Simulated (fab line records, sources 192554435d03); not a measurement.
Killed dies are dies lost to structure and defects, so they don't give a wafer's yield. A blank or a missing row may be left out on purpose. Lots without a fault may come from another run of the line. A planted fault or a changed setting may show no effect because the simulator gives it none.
fab line records | flow n5_finfet
record lots=24 wafers=72 last_day=18
route steps=1938 shown BEOL_M3@1002 BEOL_M4@1021
lots that met no fault: from a run of the same line without faults
start_h: hours from the record's first day to the start of the lot's first wafer shown | wait_h: hours since the lot's step before | " the same as in the row above | L1.1+2: a row that stands for several wafers | - no value, or no start given | * or withheld: withheld | < > ~ a bound
route shown NAME@n: a module of which the file shows steps, and the number in the route of the first | usual: mean/standard deviation of fault-free wafers | same: alike in all rows | chamber/n: place in a boat | sites: the reading at each site | _std_site: their standard deviation | _edge_site: outer sites' mean less inner sites' | radius_mm: how far each site lies from the wafer's centre | mask NAME#n: copy n | behind: the tool/chamber that last shaped the wafer | hold: why the lot was held/for how many hours/how that ended | device: the transistor (n, p or np) that didn't switch | end of line: the same wafers' tests at the end of the route | a step without rows: its recipe alone | killed: dies lost to structure and defects at the first sort, not the wafer's yield | map: a wafer's dies, x killed, . not, _ none there
set.NAME: the setting as run; set.NAME@STEP: as run at that earlier step | model.NAME: the simulator's own value behind a step, which no gauge read
steps of the route over a sample of lots; a table a step, a row a wafer
services: from which hour (start_h, from the record's first day; less than 0 if before it) a tool's chamber was out of use, for how many hours, and why
## steps
# step N5_BEOL_M3_SPUTTER_88
# recipe material=Cu target_thk_a=45 temp_c=-20 chamber_pressure_pa=0.07 power_w=withheld time_s=8.29
# usual throttle_valve_pct=29.9/1
# columns lot.wafer tool chamber start_h wait_h throttle_valve_pct
L074.2 pvd_sputter-01 - 151.42 0.1 31.0
L074.3 " - " " 31.6
L074.5 " - " " 29.9
L075.1 pvd_sputter-03 - 160.22 0.1 32.3
L075.5 " - " " 30.3
L075.6 " - " " 32.0
L076.1 pvd_sputter-03 - 162.80 0.1 31.9
L076.3 " - " " 30.1
L076.5 " - " " 29.4
L077.2 pvd_sputter-01 - 166.25 0.1 30.7
L077.5 " - " " 30.3
L077.6 " - " " 30.5
L078.3 pvd_sputter-02 - 181.12 0.1 28.9
L078.5 " - " " 29.3
L078.6 " - " " 29.3
L079.2 pvd_sputter-02 - 185.76 0.1 29.4
L079.5 " - " " 29.4
L079.6 " - " " 29.3
L080.2 pvd_sputter-02 - 198.57 0.1 29.5
L080.3 " - " " 29.2
L080.6 " - " " 28.8
L081.1 pvd_sputter-01 - 201.76 0.1 29.8
L081.4 " - " " 31.7
L081.6 " - " " 30.8
L082.1 pvd_sputter-03 - 202.44 0.1 29.3
L082.2 " - " " 30.3
L082.5 " - " " 32.1
L083.2 pvd_sputter-02 - 212.98 0.1 29.5
L083.5 " - " " 28.9
L083.6 " - " " 29.1
L084.1 pvd_sputter-01 - 215.80 0.1 31.9
L084.5 " - " " 31.0
L084.6 " - " " 31.5
L085.2 pvd_sputter-01 - 220.08 0.1 31.1
L085.3 " - " " 30.2
L085.5 " - " " 30.1
L086.1 pvd_sputter-03 - 235.78 0.1 30.2
L086.5 " - " " 29.3
L086.6 " - " " 29.3
L087.2 pvd_sputter-03 - 242.06 0.1 32.0
L087.3 " - " " 29.4
L087.5 " - " " 32.0
L089.1 pvd_sputter-02 - 250.70 0.1 28.8
L089.2 " - " " 29.4
L089.5 " - " " 29.5
L091.1 pvd_sputter-02 - 259.09 0.1 29.2
L091.2 " - " " 29.3
L091.5 " - " " 28.5
L088.1 pvd_sputter-02 - 261.34 0.1 29.5
L088.3 " - " " 28.8
L088.5 " - " " 28.8
L090.1 pvd_sputter-02 - 264.17 0.1 28.8
L090.3 " - " " 29.4
L090.4 " - " " 29.4
L092.1 pvd_sputter-02 - 268.29 0.1 29.1
L092.2 " - " " 29.3
L092.3 " - " " 28.9
L095.2 pvd_sputter-02 - 279.71 0.1 29.2
L095.3 " - " " 29.1
L095.4 " - " " 29.0
L094.2 pvd_sputter-02 - 288.66 0.1 28.8
L094.4 " - " " 29.3
L094.5 " - " " 29.3
L093.1 pvd_sputter-01 - 296.80 0.1 30.3
L093.4 " - " " 31.8
L093.5 " - " " 30.9
L096.2 pvd_sputter-03 - 305.89 0.1 30.2
L096.3 " - " " 32.0
L096.6 " - " " 29.3
L097.1 pvd_sputter-03 - 315.49 0.1 29.3
L097.5 " - " " 32.2
L097.6 " - " " 29.2
# step N5_BEOL_M3_SPUTTER_92
# recipe material=Cu target_thk_a=45 temp_c=-20 chamber_pressure_pa=0.07 power_w=withheld time_s=8.29
# usual throttle_valve_pct=29.9/1
# columns lot.wafer tool chamber start_h wait_h throttle_valve_pct
L074.2 pvd_sputter-01 - 151.86 0.1 31.0
L074.3 " - " " 31.7
L074.5 " - " " 29.8
L075.1 pvd_sputter-03 - 160.66 0.1 32.3
L075.5 " - " " 29.8
L075.6 " - " " 31.9
L076.1 pvd_sputter-03 - 163.24 0.1 31.8
L076.3 " - " " 30.0
L076.5 " - " " 29.4
L077.2 pvd_sputter-01 - 166.69 0.1 30.9
L077.5 " - " " 29.8
L077.6 " - " " 30.6
L078.3 pvd_sputter-02 - 181.56 0.1 28.5
L078.5 " - " " 29.1
L078.6 " - " " 29.5
L079.2 pvd_sputter-02 - 186.20 0.1 29.4
L079.5 " - " " 29.4
L079.6 " - " " 28.9
L080.2 pvd_sputter-02 - 199.01 0.1 29.5
L080.3 " - " " 29.4
L080.6 " - " " 28.7
L081.1 pvd_sputter-01 - 202.20 0.1 29.8
L081.4 " - " " 31.6
L081.6 " - " " 30.8
L082.1 pvd_sputter-03 - 202.88 0.1 29.1
L082.2 " - " " 30.1
L082.5 " - " " 32.0
L083.2 pvd_sputter-02 - 213.42 0.1 29.1
L083.5 " - " " 28.5
L083.6 " - " " 28.9
L084.1 pvd_sputter-01 - 216.24 0.1 31.7
L084.5 " - " " 30.9
L084.6 " - " " 31.6
L085.2 pvd_sputter-01 - 220.52 0.1 30.7
L085.3 " - " " 29.8
L085.5 " - " " 30.1
L086.1 pvd_sputter-03 - 236.22 0.1 30.1
L086.5 " - " " 29.2
L086.6 " - " " 29.3
L087.2 pvd_sputter-03 - 242.50 0.1 32.4
L087.3 " - " " 29.3
L087.5 " - " " 32.3
L089.1 pvd_sputter-02 - 251.14 0.1 28.7
L089.2 " - " " 29.2
L089.5 " - " " 29.3
L091.1 pvd_sputter-02 - 259.59 0.1 29.3
L091.2 " - " " 29.3
L091.5 " - " " 28.9
L088.1 pvd_sputter-02 - 261.84 0.1 29.5
L088.3 " - " " 28.9
L088.5 " - " " 29.0
L090.1 pvd_sputter-02 - 264.67 0.1 28.9
L090.3 " - " " 29.5
L090.4 " - " " 29.4
L092.1 pvd_sputter-02 - 268.79 0.1 29.3
L092.2 " - " " 29.5
L092.3 " - " " 28.7
L095.2 pvd_sputter-02 - 280.15 0.1 29.7
L095.3 " - " " 28.7
L095.4 " - " " 29.4
L094.2 pvd_sputter-02 - 289.10 0.1 28.7
L094.4 " - " " 29.5
L094.5 " - " " 29.2
L093.1 pvd_sputter-01 - 297.24 0.1 30.1
L093.4 " - " " 31.8
L093.5 " - " " 30.6
L096.2 pvd_sputter-03 - 306.33 0.1 30.0
L096.3 " - " " 32.0
L096.6 " - " " 29.3
L097.1 pvd_sputter-03 - 315.93 0.1 29.2
L097.5 " - " " 32.2
L097.6 " - " " 29.4
# step N5_BEOL_M4_ILD_DEP_00
# recipe material=SiOC target_thk_a=790 temp_c=350 precursor=DEMS/O2 pressure_torr=5 rf_w=500 time_s=15.3
# usual heater_power_w=494/43 showerhead_plenum_p_Torr=5.694/0.016 throttle_valve_pct=12.2/1.3
# columns lot.wafer tool chamber start_h wait_h heater_power_w showerhead_plenum_p_Torr throttle_valve_pct
L074.2 pecvd-04 0 153.82 0.0 479 5.695 14.5
L074.3 " 2 " " 487 5.678 11.0
L074.5 " 2 " " 512 5.663 10.9
L075.1 pecvd-04 0 162.22 0.0 486 5.692 14.4
L075.5 " 0 " " 489 5.697 14.5
L075.6 " 1 " " 458 5.705 11.9
L076.1 pecvd-03 0 164.79 0.0 471 5.705 12.0
L076.3 " 1 " " 424 5.729 12.6
L076.5 " 1 " " 428 5.726 12.8
L077.2 pecvd-04 0 168.24 0.0 506 5.699 14.5
L077.5 " 0 " " 509 5.693 14.8
L077.6 " 2 " " 503 5.677 10.8
L078.3 pecvd-04 1 183.28 0.0 497 5.704 11.9
L078.5 " 0 " " 482 5.674 14.6
L078.6 " 1 " " 504 5.692 12.2
L079.2 pecvd-04 2 187.88 0.0 470 5.676 11.2
L079.5 " 2 " " 497 5.675 11.0
L079.6 " 1 " " 486 5.687 12.2
L080.2 pecvd-04 2 200.80 0.0 505 5.665 11.0
L080.3 " 0 " " 537 5.698 14.6
L080.6 " 1 " " 454 5.707 12.1
L081.1 pecvd-03 1 204.06 0.0 452 5.723 12.7
L081.4 " 1 " " 459 5.705 13.0
L081.6 " 0 " " 496 5.688 11.7
L082.1 pecvd-03 1 204.66 0.0 436 5.722 12.8
L082.2 " 0 " " 474 5.685 12.0
L082.5 " 2 " " 536 5.690 11.5
L083.2 pecvd-04 0 215.52 0.0 465 5.694 14.7
L083.5 " 2 " " 457 5.680 11.1
L083.6 " 0 " " 465 5.698 14.8
L084.1 pecvd-04 2 217.91 0.0 515 5.685 11.2
L084.5 " 2 " " 538 5.679 10.9
L084.6 " 1 " " 521 5.693 12.1
L085.2 pecvd-01 0 222.40 0.0 521 5.698 12.7
L085.3 " 0 " " 522 5.726 12.6
L085.5 " 1 " " 470 5.702 11.0
L086.1 pecvd-03 2 237.77 0.0 526 5.684 11.4
L086.5 " 2 " " 550 5.701 11.7
L086.6 " 0 " " 438 5.694 11.7
L087.2 pecvd-03 1 244.05 0.0 450 5.707 12.8
L087.3 " 2 " " 553 5.686 11.8
L087.5 " 2 " " 570 5.691 11.7
L089.1 pecvd-01 0 252.69 0.0 524 5.725 12.8
L089.2 " 1 " " 568 5.693 11.2
L089.5 " 2 " " 498 5.713 10.3
L091.1 pecvd-03 0 261.26 0.0 510 5.686 11.6
L091.2 " 1 " " 366 5.699 12.6
L091.5 " 0 " " 500 5.696 11.6
L088.1 pecvd-04 0 263.46 0.0 509 5.689 14.8
L088.3 " 2 " " 485 5.668 10.9
L088.5 " 0 " " 510 5.689 14.8
L090.1 pecvd-03 1 266.29 0.0 435 5.727 12.9
L090.3 " 0 " " 519 5.713 11.5
L090.4 " 0 " " 505 5.713 11.7
L092.1 pecvd-04 2 270.58 0.0 555 5.666 11.1
L092.2 " 1 " " 480 5.693 12.0
L092.3 " 0 " " 489 5.701 14.9
L095.2 pecvd-03 0 281.79 0.0 483 5.690 11.4
L095.3 " 1 " " 385 5.707 12.7
L095.4 " 1 " " 385 5.724 12.6
L094.2 pecvd-04 0 291.45 0.0 460 5.703 15.1
L094.4 " 1 " " 420 5.684 12.2
L094.5 " 2 " " 555 5.663 11.0
L093.1 pecvd-04 1 298.84 0.0 497 5.700 12.1
L093.4 " 0 " " 516 5.698 15.0
L093.5 " 1 " " 494 5.710 12.1
L096.2 pecvd-01 1 307.91 0.0 540 5.680 11.1
L096.3 " 1 " " 546 5.680 11.7
L096.6 " 2 " " 460 5.705 10.3
L097.1 pecvd-04 1 317.54 0.0 487 5.674 12.2
L097.5 " 0 " " 508 5.689 15.1
L097.6 " 2 " " 544 5.678 11.2
# step N5_BEOL_M4_HM_DEP_02
# recipe material=TiN target_thk_a=200 temp_c=25 chamber_pressure_pa=0.49996
# usual throttle_valve_pct=30.2/1
# columns lot.wafer tool chamber start_h wait_h throttle_valve_pct
L074.2 pvd_sputter-02 - 155.45 1.5 28.9
L074.3 " - " " 29.4
L074.5 " - " " 29.2
L075.1 pvd_sputter-01 - 163.25 0.9 31.6
L075.5 " - " " 31.1
L075.6 " - " " 32.0
L076.1 pvd_sputter-01 - 167.37 2.5 30.8
L076.3 " - " " 30.0
L076.5 " - " " 31.5
L077.2 pvd_sputter-01 - 168.89 0.5 30.6
L077.5 " - " " 31.7
L077.6 " - " " 30.8
L078.3 pvd_sputter-03 - 185.58 2.2 30.1
L078.5 " - " " 32.1
L078.6 " - " " 29.1
L079.2 pvd_sputter-01 - 189.80 1.8 30.1
L079.5 " - " " 30.9
L079.6 " - " " 31.6
L080.2 pvd_sputter-02 - 202.61 1.7 28.8
L080.3 " - " " 29.1
L080.6 " - " " 28.5
L081.1 pvd_sputter-01 - 204.31 0.1 31.0
L081.4 " - " " 31.7
L081.6 " - " " 32.0
L082.1 pvd_sputter-01 - 206.93 2.2 29.9
L082.2 " - " " 31.8
L082.5 " - " " 31.7
L083.2 pvd_sputter-02 - 216.90 1.3 29.1
L083.5 " - " " 29.5
L083.6 " - " " 29.4
L084.1 pvd_sputter-03 - 219.87 1.8 29.1
L084.5 " - " " 32.2
L084.6 " - " " 30.1
L085.2 pvd_sputter-01 - 223.46 0.9 30.8
L085.3 " - " " 31.6
L085.5 " - " " 29.9
L086.1 pvd_sputter-03 - 239.08 1.2 29.1
L086.5 " - " " 29.3
L086.6 " - " " 29.3
L087.2 pvd_sputter-02 - 244.68 0.5 29.1
L087.3 " - " " 28.8
L087.5 " - " " 28.2
L089.1 pvd_sputter-02 - 254.55 1.7 29.2
L089.2 " - " " 29.2
L089.5 " - " " 29.3
L091.1 pvd_sputter-03 - 261.68 0.3 30.5
L091.2 " - " " 29.4
L091.5 " - " " 29.3
L088.1 pvd_sputter-02 - 265.91 2.3 29.5
L088.3 " - " " 29.4
L088.5 " - " " 29.3
L090.1 pvd_sputter-01 - 266.72 0.3 30.9
L090.3 " - " " 31.6
L090.4 " - " " 30.1
L092.1 pvd_sputter-01 - 272.34 1.6 30.9
L092.2 " - " " 30.4
L092.3 " - " " 31.9
L095.2 pvd_sputter-03 - 282.64 0.7 29.4
L095.3 " - " " 32.2
L095.4 " - " " 30.1
L094.2 pvd_sputter-01 - 294.12 2.6 31.0
L094.4 " - " " 29.9
L094.5 " - " " 30.8
L093.1 pvd_sputter-01 - 301.06 2.1 29.8
L093.4 " - " " 31.6
L093.5 " - " " 31.7
L096.2 pvd_sputter-01 - 310.04 2.0 30.1
L096.3 " - " " 30.6
L096.6 " - " " 30.0
L097.1 pvd_sputter-02 - 318.33 0.7 29.3
L097.5 " - " " 29.3
L097.6 " - " " 29.3
# step N5_BEOL_M4_STRIP_97
# recipe chemistry=N2/H2 time_s=10 power_w=450 temp_c=40 pressure_mtorr=20 rf_frequency_hz=6e+07 bias_power_w=7 n2_flow_sccm=200 h2_flow_sccm=200
# usual drypump_motor_current_A=5.8/0.54 oes_product_au=0.82/0.1 rf_vpp_V=59.2/0.82 showerhead_plenum_p_Torr=2.50/0.093 throttle_valve_pct=23.59/0.19
# columns lot.wafer tool chamber start_h wait_h drypump_motor_current_A oes_product_au rf_hours_counter_h rf_vpp_V showerhead_plenum_p_Torr throttle_valve_pct
L074.2 rie_diel-06 2 - - 5.5 0.86 56 59.0 2.58 23.71
L074.3 " 1 " " 4.9 0.80 119 59.5 2.55 23.40
L074.5 " 1 " " 4.9 0.81 - 60.8 2.55 23.40
L075.1 rie_diel-01 3 - - 6.1 0.92 15 59.4 2.49 23.52
L075.5 " 0 " " 6.0 0.78 - 58.7 2.54 23.55
L075.6 " 3 " " 6.1 0.93 - 60.2 2.49 23.53
L076.1 rie_diel-02 2 - - 5.4 0.97 6 61.1 2.72 23.52
L076.3 " 3 " " 6.5 0.70 208 58.6 2.43 23.73
L076.5 " 1 " " 5.4 0.68 - 59.3 2.38 23.54
L077.2 rie_diel-01 3 - - 6.1 0.93 17 59.5 2.49 23.53
L077.5 " 3 " " 6.1 0.93 - 59.2 2.49 23.50
L077.6 " 0 " " 6.0 0.78 - 59.6 2.54 23.54
L078.3 rie_diel-02 1 - - 5.4 0.67 241 59.8 2.38 23.52
L078.5 " 0 " " 5.6 0.73 - 58.8 2.42 23.89
L078.6 " 3 " " 6.6 0.69 - 57.8 2.43 23.73
L079.2 rie_diel-02 3 - - 6.5 0.68 215 57.7 2.43 23.74
L079.5 " 0 " " 5.6 0.71 - 57.6 2.42 23.88
L079.6 " 3 " " 6.5 0.68 - 58.0 2.43 23.76
L081.1 rie_diel-02 2 - - 5.4 0.93 18 59.1 2.71 23.54
L081.4 " 1 " " 5.4 0.68 246 58.0 2.38 23.56
L081.6 " 0 " " 5.6 0.71 - 59.3 2.41 23.90
L080.2 rie_diel-01 2 - - 5.1 0.95 10 59.2 2.49 23.17
L080.3 " 0 " " 6.0 0.76 135 59.9 2.54 23.56
L080.6 " 2 " " 5.1 0.96 - 57.9 2.49 23.19
L082.1 rie_diel-02 0 - - 5.6 0.71 199 58.0 2.41 23.92
L082.2 " 1 " " 5.4 0.66 248 58.8 2.38 23.57
L082.5 " 0 " " 5.6 0.71 - 58.7 2.41 23.91
L083.2 rie_diel-02 1 - - 5.4 0.67 250 58.0 2.38 23.56
L083.5 " 0 " " 5.6 0.72 - 59.4 2.41 23.90
L083.6 " 3 " " 6.5 0.67 - 59.0 2.43 23.75
L084.1 rie_diel-02 3 - - 6.5 0.68 225 59.9 2.43 23.76
L084.5 " 2 " " 5.4 0.92 - 59.2 2.71 23.53
L084.6 " 3 " " 6.5 0.68 - 58.8 2.43 23.76
L085.2 rie_diel-06 3 - - 5.3 0.90 35 59.1 2.48 23.32
L085.3 " 0 " " 5.5 0.94 24 58.9 2.71 23.68
L085.5 " 3 " " 5.3 0.89 - 59.3 2.48 23.33
L086.1 rie_diel-01 3 - - 6.1 0.88 37 58.9 2.48 23.53
L086.5 " 0 " " 6.0 0.76 - 58.1 2.53 23.56
L086.6 " 1 " " 6.7 0.91 - 59.6 2.48 23.68
L087.2 rie_diel-01 1 - - 6.7 0.89 29 59.2 2.48 23.69
L087.3 " 0 " " 6.0 0.75 144 60.5 2.53 23.58
L087.5 " 3 " " 6.1 0.87 - 58.0 2.48 23.53
L089.1 rie_diel-01 2 - - 5.2 0.92 30 59.0 2.48 23.24
L089.2 " 0 " " 6.0 0.74 151 58.7 2.53 23.57
L089.5 " 3 " " 6.1 0.87 - 59.9 2.48 23.54
L091.1 rie_diel-06 2 - - 5.5 0.81 87 59.6 2.57 23.75
L091.2 " 3 " " 5.3 0.87 47 59.2 2.48 23.35
L091.5 " 2 " " 5.5 0.82 - 59.2 2.57 23.75
L090.1 rie_diel-01 2 - - 5.2 0.90 32 60.3 2.48 23.22
L090.3 " 3 " " 6.1 0.86 45 57.2 2.48 23.55
L090.4 " 1 " " 6.7 0.89 38 58.9 2.48 23.69
L088.1 rie_diel-01 3 - - 6.1 0.86 45 59.2 2.48 23.54
L088.3 " 0 " " 6.0 0.75 153 58.3 2.53 23.60
L088.5 " 2 " " 5.1 0.91 - 59.7 2.48 23.22
L092.1 rie_diel-02 3 - - 6.6 0.66 247 58.9 2.42 23.77
L092.2 " 2 " " 5.4 0.88 44 59.3 2.70 23.57
L092.3 " 0 " " 5.6 0.70 222 58.1 2.40 23.94
L095.2 rie_diel-01 2 - - 5.2 0.89 39 58.4 2.48 23.22
L095.3 " 0 " " 6.0 0.74 158 60.1 2.53 23.60
L095.4 " 1 " " 6.7 0.87 45 57.3 2.47 23.73
L094.2 rie_diel-01 1 - - 6.7 0.86 49 61.0 2.47 23.72
L094.4 " 2 " " 5.1 0.88 43 58.4 2.47 23.23
L094.5 " 1 " " 6.7 0.87 - 59.3 2.47 23.73
L093.1 rie_diel-01 1 - - 6.7 0.85 54 59.4 2.47 23.71
L093.4 " 2 " " 5.1 0.89 48 58.7 2.47 23.23
L093.5 " 0 " " 6.0 0.74 - 60.2 2.52 23.61
L096.2 rie_diel-01 0 - - 6.0 0.73 170 59.9 2.52 23.61
L096.3 " 2 " " 5.1 0.88 51 57.9 2.47 23.23
L096.6 " 3 " " 6.1 0.84 - 59.8 2.47 23.56
L097.1 rie_diel-02 3 - - 6.6 0.97 4 59.6 2.74 23.41
L097.5 " 3 " " 6.6 0.98 - 59.5 2.74 23.43
L097.6 " 0 " " 5.6 0.68 - 57.7 2.40 23.95
# step N5_BEOL_M4_ANNEAL_89
# recipe temp_c=400 time_s=240 ambient=vacuum
# usual heater_power_w=787/86
# columns lot.wafer tool chamber start_h wait_h heater_power_w
L074.2 pvd_sputter-01 - 170.83 0.0 723
L074.3 " - " " 876
L074.5 " - " " 713
L075.1 pvd_sputter-01 - 173.59 0.0 891
L075.5 " - " " 845
L075.6 " - " " 898
L076.1 pvd_sputter-03 - 177.75 0.0 806
L076.3 " - " " 771
L076.5 " - " " 816
L077.2 pvd_sputter-03 - 179.59 0.0 769
L077.5 " - " " 709
L077.6 " - " " 715
L078.3 pvd_sputter-01 - 195.05 0.0 896
L078.5 " - " " 715
L078.6 " - " " 731
L079.2 pvd_sputter-03 - 198.48 0.0 698
L079.5 " - " " 709
L079.6 " - " " 717
L081.1 pvd_sputter-01 - 211.55 0.0 716
L081.4 " - " " 877
L081.6 " - " " 719
L080.2 pvd_sputter-02 - 215.74 0.0 808
L080.3 " - " " 894
L080.6 " - " " 1015
L082.1 pvd_sputter-01 - 218.28 0.0 719
L082.2 " - " " 728
L082.5 " - " " 870
L083.2 pvd_sputter-01 - 222.28 0.0 863
L083.5 " - " " 901
L083.6 " - " " 730
L084.1 pvd_sputter-03 - 225.27 0.0 709
L084.5 " - " " 710
L084.6 " - " " 711
L085.2 pvd_sputter-02 - 236.00 0.0 753
L085.3 " - " " 875
L085.5 " - " " 861
L086.1 pvd_sputter-03 - 245.08 0.0 720
L086.5 " - " " 701
L086.6 " - " " 785
L087.2 pvd_sputter-03 - 251.64 0.0 719
L087.3 " - " " 693
L087.5 " - " " 747
L089.1 pvd_sputter-01 - 268.18 0.0 882
L089.2 " - " " 873
L089.5 " - " " 873
L091.1 pvd_sputter-01 - 271.20 0.0 869
L091.2 " - " " 702
L091.5 " - " " 713
L090.1 pvd_sputter-03 - 274.56 0.0 782
L090.3 " - " " 728
L090.4 " - " " 713
L088.1 pvd_sputter-03 - 276.76 0.0 787
L088.3 " - " " 716
L088.5 " - " " 786
L092.1 pvd_sputter-03 - 284.22 0.0 800
L092.2 " - " " 686
L092.3 " - " " 775
L095.2 pvd_sputter-01 - 292.92 0.0 707
L095.3 " - " " 718
L095.4 " - " " 910
L094.2 pvd_sputter-03 - 303.17 0.0 707
L094.4 " - " " 789
L094.5 " - " " 710
L093.1 pvd_sputter-02 - 315.37 0.0 755
L093.4 " - " " 1052
L093.5 " - " " 1054
L096.2 pvd_sputter-03 - 320.93 0.0 709
L096.3 " - " " 777
L096.6 " - " " 733
L097.1 pvd_sputter-02 - 337.15 0.0 897
L097.5 " - " " 889
L097.6 " - " " 753
## services
# columns tool chamber start_h hours kind
rie_diel-01 1 141.67 - clean
rie_diel-01 1 141.67 - consumable_replace:focus_ring
rie_diel-01 1 141.67 20.2 scheduled_down
rie_diel-01 1 141.67 20.2 vent_cycle
rie_diel-02 3 143.67 19.0 repair
pecvd-01 - 145.77 0.4 repair
pvd_sputter-02 - 157.68 14.3 repair
rie_diel-01 2 162.14 - clean
rie_diel-01 2 162.14 - consumable_replace:focus_ring
pecvd-01 - 167.41 28.1 pm
pecvd-04 0 185.10 15.7 repair
pecvd-03 - 200.41 0.4 repair
pvd_sputter-02 - 207.32 1.6 repair
rie_diel-02 1 209.60 1.2 repair
rie_diel-06 2 212.80 6.6 repair
pecvd-03 0 214.70 6.0 repair
pecvd-04 2 216.12 - calibration
pecvd-04 - 229.60 7.4 repair
rie_diel-01 0 231.78 6.0 repair
rie_diel-02 0 262.90 4.5 repair
pecvd-01 0 272.18 70.1 repair
pecvd-03 - 309.27 0.5 repair
pecvd-04 - 319.34 11.9 repair
rie_diel-06 0 323.70 2.2 repair
## key
fault none
